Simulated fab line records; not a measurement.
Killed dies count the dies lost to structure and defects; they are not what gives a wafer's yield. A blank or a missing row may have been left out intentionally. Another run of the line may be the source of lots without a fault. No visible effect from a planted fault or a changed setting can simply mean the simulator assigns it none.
fab line records -- flow nandHarc
[record] lots = 12, wafers = 36, lastDay = 33
route steps=1302 shown A_DECK1_JOINT@518 A_ONON_D2@564 A_CHANNEL_HOLE_D2@570 END@1302
lots untouched by any fault: they come from a run of this same line in which no faults occurred
startH: the number of hours between the record's first day and the start of the first shown wafer of the lot -- waitH: hours from the lot's prior step to this one -- " the same as in the row above -- L1.1+2: a row that stands for several wafers -- - no value, or no start was given -- * or withheld: withheld -- < > ~ a bound
route shown NAME@n: NAME is a module with steps in the file, n the number in the route of the first one -- usual: mean and standard deviation over wafers with no fault -- same: alike in all rows -- chamber/n: place in a boat -- sites: readings site by site -- _std_site: the values' standard deviation -- _edge_site: the outer-site mean with the inner-site mean subtracted -- radiusMm: how far each site lies from the wafer's centre -- mask NAME#n: copy n -- behind: tool/chamber where the wafer was last shaped -- hold: the reason the lot was held/the length of the hold in hours/how it ended -- device: the transistor (n, p or np) that didn't switch -- end of line: tests run on the same wafers once the route is complete -- a step without rows: its recipe alone -- killed: the dies lost at the first sort to structure and to defects; this is not the yield of the wafer -- map: shows each die of a wafer: x if killed, . if not, _ if none is there
set.NAME: the run value of the setting; set.NAME@STEP: its run value at that earlier step -- model.NAME: the simulator's own value behind a step, which no gauge read
steps of the route over a sample of lots; a table a step, a row a wafer
services: a tool's chamber out of use, with start hour (startH, from the record's first day; less than 0 if before it), hours out, and reason
[[steps]]
[step NHARC_A_DECK1_JOINT_ETCHBACK_07]
[recipe] targetDepthA = 1050, timeS = 26.9, hbrFlowSccm = 150, rfW = 350, icpW = 350, biasW = 60, chemistry = HBr
[usual] chamberPressureMTorr = 15.001/0.014, drypumpMotorCurrentA = 5.6/0.36, oesProductAu = 0.999/0.008, throttleValvePct = 23.266/0.0088
lot.wafer,tool,chamber,startH,waitH,chamberPressureMTorr,drypumpMotorCurrentA,oesProductAu,rfHoursCounterH,throttleValvePct
L329.2,rieSi-05,3,241.57,0.1,15.003,5.4,1.000,0.6,23.261
L329.3,rieSi-05,1,241.57,0.1,15.006,5.1,0.995,0.7,23.273
L329.4,rieSi-05,2,241.57,0.1,15.001,5.5,1.007,0.7,23.271
L330.3,rieSi-02,3,265.85,0.1,15.012,5.4,0.988,1.0,23.265
L330.2,rieSi-02,1,265.85,0.1,14.999,5.7,0.996,1.0,23.273
L330.1,rieSi-02,2,265.85,0.1,15.023,5.5,0.993,1.1,23.276
L332.3,rieSi-05,1,272.98,0.1,15.006,5.1,0.999,1.0,23.268
L332.2,rieSi-05,2,272.98,0.1,15.002,5.5,0.999,1.0,23.253
L332.5,rieSi-05,3,272.98,0.1,15.002,5.4,0.999,-,23.268
L333.2,rieSi-05,1,292.37,0.1,14.964,5.1,1.006,1.2,23.268
L333.3,rieSi-05,3,292.37,0.1,15.006,5.4,1.003,0.9,23.258
L333.5,rieSi-05,0,292.37,0.1,15.019,5.7,0.994,-,23.273
L335.1,rieSi-02,2,315.89,0.1,14.971,5.4,1.011,0.2,23.272
L335.2,rieSi-02,1,315.89,0.1,15.004,5.8,1.007,0.2,23.271
L335.5,rieSi-02,2,315.89,0.1,14.971,5.4,0.998,-,23.243
L341.2,rieSi-03,1,364.34,0.1,14.996,6.2,0.995,0.7,23.255
L341.4,rieSi-03,2,364.34,0.1,14.996,5.7,1.011,0.8,23.270
L341.3,rieSi-03,3,364.34,0.1,14.999,5.3,1.008,0.8,23.265
L342.4,rieSi-02,2,395.25,0.1,14.986,5.4,1.004,0.7,23.275
L342.3,rieSi-02,0,395.25,0.1,15.016,5.5,0.996,0.7,23.270
L342.6,rieSi-02,2,395.25,0.1,15.003,5.4,1.007,-,23.254
L343.1,rieSi-05,0,398.47,0.1,15.012,5.7,0.988,0.5,23.270
L343.4,rieSi-05,2,398.47,0.1,15.008,5.5,0.996,0.5,23.260
L343.3,rieSi-05,3,398.47,0.1,14.997,5.4,0.996,0.6,23.265
L346.2,rieSi-02,2,423.96,0.1,14.991,5.4,1.006,0.9,23.264
L346.4,rieSi-02,0,423.96,0.1,14.981,5.5,1.002,1.0,23.257
L346.6,rieSi-02,3,423.96,0.1,15.026,5.4,1.013,-,23.265
L349.1,rieSi-02,2,444.22,0.1,15.011,5.4,1.012,1.1,23.279
L349.4,rieSi-02,0,444.22,0.1,14.994,5.6,1.002,1.0,23.270
L349.5,rieSi-02,3,444.22,0.1,14.983,5.4,1.012,-,23.265
L348.2,rieSi-03,3,447.66,0.1,15.015,5.2,0.992,0.2,23.270
L348.6,rieSi-03,2,447.66,0.1,15.015,5.7,0.994,-,23.280
L348.5,rieSi-03,3,447.66,0.1,14.992,5.3,0.997,-,23.254
L351.2,rieSi-03,0,465.24,0.1,15.007,6.6,0.992,0.4,23.273
L351.1,rieSi-03,2,465.24,0.1,14.999,5.7,0.996,0.3,23.279
L351.6,rieSi-03,2,465.24,0.1,14.977,5.7,1.000,-,23.262
[step NHARC_A_ONON_D2_DEP_28]
[recipe] targetThkA = 10000, n2FlowSccm = 2750, n2oFlowSccm = 2000, nh3FlowSccm = 500, sih4FlowSccm = 210, tempC = 400
[usual] n2FlowSccm = 2751/9.2, n2oFlowSccm = 2000/5.6, nh3FlowSccm = 500.1/1.6
lot.wafer,tool,chamber,startH,waitH,n2FlowSccm,n2oFlowSccm,nh3FlowSccm
L329.2,pecvdOnon-04,0,292.58,0.1,2763,1999,500.7
L329.3,pecvdOnon-04,0,292.58,0.1,2764,1994,499.6
L329.4,pecvdOnon-04,0,292.58,0.1,2778,1997,498.2
L332.2,pecvdOnon-02,0,314.41,0.1,2744,1997,501.2
L332.3,pecvdOnon-02,0,314.41,0.1,2739,2005,501.0
L332.5,pecvdOnon-02,0,314.41,0.1,2754,2012,502.1
L330.1,pecvdOnon-03,0,319.63,0.1,2745,2002,498.1
L330.2,pecvdOnon-03,0,319.63,0.1,2736,1993,498.4
L330.3,pecvdOnon-03,0,319.63,0.1,2748,1996,499.0
L333.2,pecvdOnon-03,0,340.72,0.1,2776,2008,499.6
L333.3,pecvdOnon-03,0,340.72,0.1,2757,2003,501.6
L333.5,pecvdOnon-03,0,340.72,0.1,2762,2008,499.6
L335.1,pecvdOnon-02,0,365.22,0.1,2757,1990,500.7
L335.2,pecvdOnon-02,0,365.22,0.1,2753,2007,500.3
L335.5,pecvdOnon-02,0,365.22,0.1,2748,1998,499.3
L341.2,pecvdOnon-03,0,422.86,0.1,2748,1996,500.4
L341.3,pecvdOnon-03,0,422.86,0.1,2752,2008,499.4
L341.4,pecvdOnon-03,0,422.86,0.1,2752,1998,500.6
L343.1,pecvdOnon-02,0,443.38,0.1,2756,1996,497.6
L343.3,pecvdOnon-02,0,443.38,0.1,2752,2003,496.5
L343.4,pecvdOnon-02,0,443.38,0.1,2766,1996,496.8
L342.3,pecvdOnon-03,0,443.49,0.2,2749,1995,499.3
L342.4,pecvdOnon-03,0,443.49,0.2,2756,1996,502.2
L342.6,pecvdOnon-03,0,443.49,0.2,2761,2000,501.8
L346.2,pecvdOnon-02,0,471.06,0.1,2767,2000,498.1
L346.4,pecvdOnon-02,0,471.06,0.1,2763,2000,498.8
L346.6,pecvdOnon-02,0,471.06,0.1,2755,2001,499.2
L349.1,pecvdOnon-02,0,489.88,0.1,2744,2004,502.4
L349.4,pecvdOnon-02,0,489.88,0.1,2732,1995,499.1
L349.5,pecvdOnon-02,0,489.88,0.1,2738,2006,501.5
L348.2,pecvdOnon-02,0,496.83,0.1,2747,1999,499.2
L348.5,pecvdOnon-02,0,496.83,0.1,2743,2010,501.0
L348.6,pecvdOnon-02,0,496.83,0.1,2744,2002,503.4
L351.1,pecvdOnon-03,0,516.48,0.1,2748,2000,499.1
L351.2,pecvdOnon-03,0,516.48,0.1,2754,1998,500.9
L351.6,pecvdOnon-03,0,516.48,0.1,2756,1997,500.8
[step NHARC_A_ONON_D2_THK_MEAS_30]
[recipe] thkMeasGauge = ellipsometry
[usual] thkNm = 1000/10
lot.wafer,tool,chamber,startH,waitH,thkNm
L329.2,filmMetro-01,-,293.03,-,993
L329.3,filmMetro-01,-,293.03,-,992
L329.4,filmMetro-01,-,293.03,-,991
L332.2,filmMetro-01,-,314.86,-,993
L332.3,filmMetro-01,-,314.86,-,994
L332.5,filmMetro-01,-,314.86,-,994
L330.1,filmMetro-01,-,320.14,-,1003
L330.2,filmMetro-01,-,320.14,-,1004
L330.3,filmMetro-01,-,320.14,-,1004
L333.2,filmMetro-02,-,341.16,-,1004
L333.3,filmMetro-02,-,341.16,-,1004
L333.5,filmMetro-02,-,341.16,-,1006
L335.1,filmMetro-01,-,365.73,-,989
L335.2,filmMetro-01,-,365.73,-,989
L335.5,filmMetro-01,-,365.73,-,990
L341.2,filmMetro-01,-,423.30,-,658
L341.3,filmMetro-01,-,423.30,-,986
L341.4,filmMetro-01,-,423.30,-,989
L343.1,filmMetro-01,-,443.88,-,1012
L343.3,filmMetro-01,-,443.88,-,1010
L343.4,filmMetro-01,-,443.88,-,1010
L342.3,filmMetro-02,-,443.89,-,1005
L342.4,filmMetro-02,-,443.89,-,1004
L342.6,filmMetro-02,-,443.89,-,674
L346.2,filmMetro-01,-,471.51,-,994
L346.4,filmMetro-01,-,471.51,-,994
L346.6,filmMetro-01,-,471.51,-,997
L349.1,filmMetro-02,-,490.38,-,1009
L349.4,filmMetro-02,-,490.38,-,1009
L349.5,filmMetro-02,-,490.38,-,1007
L348.2,filmMetro-02,-,497.29,-,1015
L348.5,filmMetro-02,-,497.29,-,1016
L348.6,filmMetro-02,-,497.29,-,1016
L351.1,filmMetro-01,-,516.99,-,1001
L351.2,filmMetro-01,-,516.99,-,1001
L351.6,filmMetro-01,-,516.99,-,1000
[step NHARC_A_CHANNEL_HOLE_D2_DEP_00]
[recipe] targetThkA = 31000, tempC = 400, material = aC
[usual] throttleValvePct = 35.001/0.0091
lot.wafer,tool,chamber,startH,waitH,throttleValvePct
L329.2,aclDep-02,0,294.63,1.1,34.996
L329.3,aclDep-02,0,294.63,1.1,34.995
L329.4,aclDep-02,0,294.63,1.1,35.007
L332.2,aclDep-03,0,315.78,0.4,35.006
L332.3,aclDep-03,0,315.78,0.4,35.008
L332.5,aclDep-03,0,315.78,0.4,35.011
L330.1,aclDep-03,0,324.10,3.4,35.005
L330.2,aclDep-03,0,324.10,3.4,34.975
L330.3,aclDep-03,0,324.10,3.4,35.003
L333.2,aclDep-01,0,342.08,0.4,34.981
L333.3,aclDep-01,0,342.08,0.4,35.010
L333.5,aclDep-01,0,342.08,0.4,34.994
L335.1,aclDep-02,0,368.14,1.9,35.013
L335.2,aclDep-02,0,368.14,1.9,34.992
L335.5,aclDep-02,0,368.14,1.9,34.993
L341.3,aclDep-01,0,427.69,3.8,34.986
L341.4,aclDep-01,0,427.69,3.8,34.996
L343.1,aclDep-02,0,446.90,2.5,35.001
L343.3,aclDep-02,0,446.90,2.5,34.989
L343.4,aclDep-02,0,446.90,2.5,35.004
L342.3,aclDep-01,0,447.34,2.9,35.018
L342.4,aclDep-01,0,447.34,2.9,34.997
L346.2,aclDep-01,0,477.11,5.1,35.003
L346.4,aclDep-01,0,477.11,5.1,34.998
L346.6,aclDep-01,0,477.11,5.1,34.998
L349.1,aclDep-02,0,494.21,3.3,35.004
L349.4,aclDep-02,0,494.21,3.3,34.999
L349.5,aclDep-02,0,494.21,3.3,34.976
L348.2,aclDep-02,0,498.27,0.4,35.015
L348.5,aclDep-02,0,498.27,0.4,35.000
L348.6,aclDep-02,0,498.27,0.4,34.992
L351.1,aclDep-02,0,517.60,0.1,34.993
L351.2,aclDep-02,0,517.60,0.1,34.996
L351.6,aclDep-02,0,519.16,1.6,35.002
[step NHARC_A_CHANNEL_HOLE_D2_CD_MEAS_10]
[recipe] targetCdNm = 100, landingEnergyEv = 500
[usual] cdNm = 100.0/0.42
lot.wafer,tool,chamber,startH,waitH,cdNm
L329.2,cdSem-03,0,296.97,-,99.3
L329.3,cdSem-03,0,296.97,-,99.4
L329.4,cdSem-03,0,296.97,-,99.2
L332.2,cdSem-02,0,318.23,-,100.1
L332.3,cdSem-02,0,318.23,-,100.6
L332.5,cdSem-02,0,318.23,-,99.8
L330.1,cdSem-03,0,326.64,-,99.9
L330.2,cdSem-03,0,326.64,-,99.9
L330.3,cdSem-03,0,326.64,-,100.0
L333.2,cdSem-01,0,344.41,-,99.7
L333.3,cdSem-01,0,344.41,-,100.3
L333.5,cdSem-01,0,344.41,-,100.5
L335.1,cdSem-02,0,370.81,-,101.1
L335.2,cdSem-02,0,370.81,-,100.4
L335.5,cdSem-02,0,370.81,-,100.5
L341.3,cdSem-03,0,429.70,-,100.3
L341.4,cdSem-03,0,429.70,-,100.2
L342.3,cdSem-02,0,449.26,-,99.5
L342.4,cdSem-02,0,449.26,-,99.7
L343.1,cdSem-03,0,449.54,-,99.6
L343.3,cdSem-03,0,449.54,-,99.4
L343.4,cdSem-03,0,449.54,-,100.3
L346.2,cdSem-03,0,479.32,-,99.4
L346.4,cdSem-03,0,479.32,-,99.1
L346.6,cdSem-03,0,479.32,-,99.0
L349.1,cdSem-01,0,496.80,-,100.6
L349.4,cdSem-01,0,496.80,-,100.3
L349.5,cdSem-01,0,496.80,-,99.7
L348.2,cdSem-03,0,500.66,-,99.6
L348.5,cdSem-03,0,500.66,-,99.6
L348.6,cdSem-03,0,500.66,-,99.5
L351.1,cdSem-03,0,520.21,-,100.8
L351.2,cdSem-03,0,520.21,-,100.5
L351.6,cdSem-03,0,520.21,-,100.6
[step NHARC_END_SORT_01]
[recipe] tempC = 25
[usual] killedAtArray = 52/16, killedAtOther = 0.8/1.1, killedAtPeriphery = 4.2/2.5, killedDies = 57/16, killedOpen = 3.4/2, killedShort = 2.6/1.6
[same] grossDies = 677
lot.wafer,tool,chamber,startH,waitH,killedAtArray,killedAtOther,killedAtPeriphery,killedDies,killedOpen,killedShort
L341.2,prober-01,0,691.54,2.8,673,1,3,677,5,5
L341.3,prober-01,0,692.33,3.1,43,0,6,49,3,1
L341.4,prober-01,0,693.13,3.4,48,0,3,51,1,1
L342.3,prober-01,0,709.83,3.1,46,2,2,50,1,3
L342.4,prober-01,0,710.64,3.4,31,0,2,33,1,5
L342.6,prober-01,0,712.25,4.0,675,0,2,677,4,0
// killed by level:class
L341.2 A_ONON_D2:areaDep=625 A_CHANNEL_HOLE_D2:chamberFilmFlake=15 A_CONTACT:chamberFilmFlake=9 A_STAIRCASE:chamberFilmFlake=6 A_SLIT:chamberFilmFlake=4 A_WL_FILL:geometricParticle:short=2 A_CHANNEL_HOLE_D1:chamberFilmFlake=2 P_GATE:geometricParticle:open=1
L341.3 A_CHANNEL_HOLE_D2:chamberFilmFlake=16 A_CONTACT:chamberFilmFlake=10 A_CHANNEL_HOLE_D1:chamberFilmFlake=7 A_SLIT:chamberFilmFlake=4 P_ZERO_WELL:chamberFilmFlake=3 A_STAIRCASE:chamberFilmFlake=2 P_CONTACT:geometricParticle:open=1 P_M0:geometricParticle:open=1
L341.4 A_CHANNEL_HOLE_D2:chamberFilmFlake=20 A_CONTACT:chamberFilmFlake=9 A_CHANNEL_HOLE_D1:chamberFilmFlake=6 A_STAIRCASE:chamberFilmFlake=4 P_ZERO_WELL:chamberFilmFlake=3 A_SLIT:chamberFilmFlake=3 A_WL_FILL:chamberFilmFlake=2 A_CHANNEL_FILL_D2:geometricParticle:open=1
L342.3 A_CHANNEL_HOLE_D1:chamberFilmFlake=33 A_STAIRCASE:chamberFilmFlake=4 A_SLIT:chamberFilmFlake=2 A_CONTACT:chamberFilmFlake=2 A_ONON_D1:geometricParticle:open=1 A_ONON_D1:geometricParticle:short=1 A_CHANNEL_HOLE_D1:geometricParticle:short=1 P_ZERO_WELL:chamberFilmFlake=1
L342.4 A_CHANNEL_HOLE_D1:chamberFilmFlake=20 A_ONON_D1:geometricParticle:short=2 A_WL_FILL:geometricParticle:short=2 P_STI:chamberFilmFlake=2 A_STAIRCASE:chamberFilmFlake=2 A_CONTACT:chamberFilmFlake=2 A_CHANNEL_FILL_D1:geometricParticle:short=1 A_WL_FILL:geometricParticle:open=1
L342.6 A_ONON_D2:areaDep=639 A_CHANNEL_HOLE_D1:chamberFilmFlake=25 A_STAIRCASE:chamberFilmFlake=4 A_CONTACT:chamberFilmFlake=3 P_CONTACT:geometricParticle:open=1 A_CHANNEL_FILL_D1:geometricParticle:open=1 A_DECK1_JOINT:geometricParticle:open=1 A_M0:geometricParticle:open=1
[[services]]
tool,chamber,startH,hours,kind
rieSi-03,-,221.00,9.0,pm
pecvdOnon-03,-,227.00,13.0,pm
aclDep-02,-,245.96,13.0,pm
rieSi-03,3,261.62,12.0,repair
rieSi-02,-,277.00,9.0,pm
rieSi-02,0,277.00,9.0,ventCycle
rieSi-02,1,277.00,9.0,ventCycle
aclDep-03,-,299.45,13.0,pm
rieSi-05,-,299.72,0.9,repair
rieSi-05,-,305.00,9.0,pm
pecvdOnon-04,-,311.54,13.0,pm
pecvdOnon-02,-,366.16,13.0,pm
aclDep-01,-,368.29,13.0,pm
rieSi-02,2,373.88,5.7,repair
rieSi-03,-,398.00,9.0,pm
pecvdOnon-03,-,408.00,13.0,pm
aclDep-03,-,411.07,0.2,repair
rieSi-03,2,424.24,3.6,repair
aclDep-02,-,428.43,13.0,pm
rieSi-02,-,454.00,9.0,pm
rieSi-03,3,463.03,5.5,repair
aclDep-03,-,480.83,13.0,pm
rieSi-05,-,482.00,9.0,pm
pecvdOnon-04,-,492.54,13.0,pm
[[key]]
[firstSign] step = NHARC_A_ONON_D2_THK_MEAS_30, reading = thkNm, direction = down, sigmas = 33, usual = 1000, struck = 666
[effect] step = NHARC_END_SORT_01, reading = killedAtArray, direction = up, sigmas = 39, usual = 52, struck = 674
[moreKillsBornAt] NHARC_A_ONON_D2_DEP_28@pecvdOnon-03 = 1264
metAt NHARC_A_ONON_D2_DEP_28
struckLots L341,L342
struckWafers L341.2,L342.6
laterRowsLeftOut L341.2,L342.6
testerLeftOut L341,L342
notActingAt NHARC_A_DECK1_JOINT_ETCHBACK_07,NHARC_A_CHANNEL_HOLE_D2_DEP_00,NHARC_A_CHANNEL_HOLE_D2_CD_MEAS_10
onsetBetween 340.72 422.86
[fault] kind = processParameterDrift, tool = pecvdOnon-03, chamber = -, onsetH = 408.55, steps = NHARC_A_ONON_D2_DEP_28, channel = targetThkA, offset = *, shape = step, endH = 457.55, scope = struckWafersOnly, actsIn = *, stated = *
// testerLeftOut: of these lots the tester's yield and bins aren't shown, on N5 and GAA mostly nor the transistor test; their killed dies are dies lost to structure and defects alone, not to doping, threshold or leakage, so they don't give the yield
// laterRowsLeftOut: the simulator's readings of these wafers behind a module that went badly wrong aren't trusted and aren't shown, but for the sort
